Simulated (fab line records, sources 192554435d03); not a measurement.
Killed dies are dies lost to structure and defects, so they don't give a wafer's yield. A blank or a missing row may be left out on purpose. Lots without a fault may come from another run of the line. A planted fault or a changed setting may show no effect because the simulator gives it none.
Problem report in the 8D (eight disciplines) form, filled by code | flow n5_finfet | the parts of the form that need people (team, actions taken, sign-off) are left out

1. THE PROBLEM
HMC_CMP_THK at N5_PMOS_HMC_CHANNEL_EPI_THK_MEAS_22 reads a mean of 49.1 nm on 6 wafers of 2 lots; wafers without a fault read 54.1 nm with a standard deviation of 0.52. That is -9.6 standard deviations from the usual mean.
First seen on wafer L703.2, day 4 08:30, on film_metro-01. The record holds 27 wafers of 9 lots with a number at this step. Rule for "out", or "out of limits": more than 4 standard deviations from the usual mean. The other wafers with a number count as sound.

2. WHAT IT IS AND WHAT IT IS NOT
question                    | is                           | is not
which readings at this step | HMC_CMP_THK                  | -
which lots                  | L703, L707                   | L693, L694, L696, L701, L711, L713, L714
which wafers of those lots  | all that have a number       | -
read on which gauges        | film_metro-01, film_metro-02 | -
when                        | from day 4 08:30             | up to then (12 sound wafers); but 9 sound wafers of L711, L713, L714 came after

3. SUSPECTS, AND WHAT RULES EACH OUT
Counting: a tool at a process step up to the reading stays a suspect if it ran every lot that is out and no sound lot after the first of them.
- the gauge at N5_PMOS_HMC_CHANNEL_EPI_THK_MEAS_22: ruled out. The wafers that are out were read on 2 gauges (film_metro-01, film_metro-02).
- rtp_anneal-02 at N5_WELL_APT_RTA_34 (time 10 s): ruled out as a lasting fault. Sound lots L711, L714 ran on it after its first lot that is out, L703 (day 4 03:56).
- epi_rpcvd-04 at N5_PMOS_HMC_CHANNEL_EPI_EPI_20 (deposits SiGe30, target thk 59 nm): kept. It ran every lot that is out, first L703 (day 4 06:44), and no sound lot after that; its last sound lot up to then is L701 (day 3 18:13). Its own readings are out on those wafers: chamber_pressure_Torr.
Left after counting: epi_rpcvd-04 at N5_PMOS_HMC_CHANNEL_EPI_EPI_20.

4. THE CAUSE (what the simulator had put in)
Process parameter drift: epi_rpcvd-04, from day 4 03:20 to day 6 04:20, at N5_PMOS_HMC_CHANNEL_EPI_EPI_20. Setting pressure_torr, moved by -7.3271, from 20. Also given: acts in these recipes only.
Counting left only this tool.

5. THE CHAIN OF EFFECTS, in route order
Each row: a reading whose mean over the struck wafers that have a number lies more than 3 standard deviations from the usual. Only readings for which the record gives a usual standard deviation are gone through. hours: the time from each lot's start at the first step in this table that gives one to its start at this step, as a median over the lots. sigmas: the change in usual standard deviations.
hours | step                                | reading               | usual       | on struck wafers | change | sigmas
0     | N5_PMOS_HMC_CHANNEL_EPI_EPI_20      | chamber_pressure_Torr | 20.00 Torr  | 12.71            | -7.29  | -99 or more
2     | N5_PMOS_HMC_CHANNEL_EPI_THK_MEAS_22 | HMC_CMP_THK           | 54.1 nm     | 49.1             | -5.0   | -9.6
157   | N5_BEOL_M4_RC_MEAS_101              | CJ_P                  | 5.81        | 6.20             | +0.39  | +3.3
157   | N5_BEOL_M4_RC_MEAS_101              | ION_P                 | 460 uA/um   | 410              | -50    | -7.2
157   | N5_BEOL_M4_RC_MEAS_101              | SS_P                  | 73.1 mV/dec | 75.6             | +2.5   | +4.0
157   | N5_BEOL_M4_RC_MEAS_101              | VT_P_LONG             | -276.5 mV   | -289.6           | -13.1  | -4.4
157   | N5_BEOL_M4_RC_MEAS_101              | VT_P_LVT              | -99.6 mV    | -107.3           | -7.7   | -3.4
260   | N5_PASSIVATION_PROBE_49             | sort_n_pass           | 1083        | 48               | -1034  | -61
260   | N5_PASSIVATION_PROBE_49             | sort_yield_pct        | 91.7 %      | 4.1              | -87.6  | -58
The process steps in it:
- N5_PMOS_HMC_CHANNEL_EPI_EPI_20: deposits SiGe30, target thk 59 nm.
- N5_PASSIVATION_PROBE_49

6. WHAT WOULD HAVE CAUGHT IT SOONER
In this record the first reading out of limits at a measuring or inspecting step was taken at day 4 08:30, 5 hours after the fault began at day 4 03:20.
The tool's own readings at N5_PMOS_HMC_CHANNEL_EPI_EPI_20 were out on every struck wafer that the step has a row for (chamber_pressure_Torr): an alarm limit on them would have fired on the first of those.
Of the lots that are out (2), L707 began N5_PMOS_HMC_CHANNEL_EPI_EPI_20 on epi_rpcvd-04 after day 4 08:30. A hold on the tool at that time would have spared it.
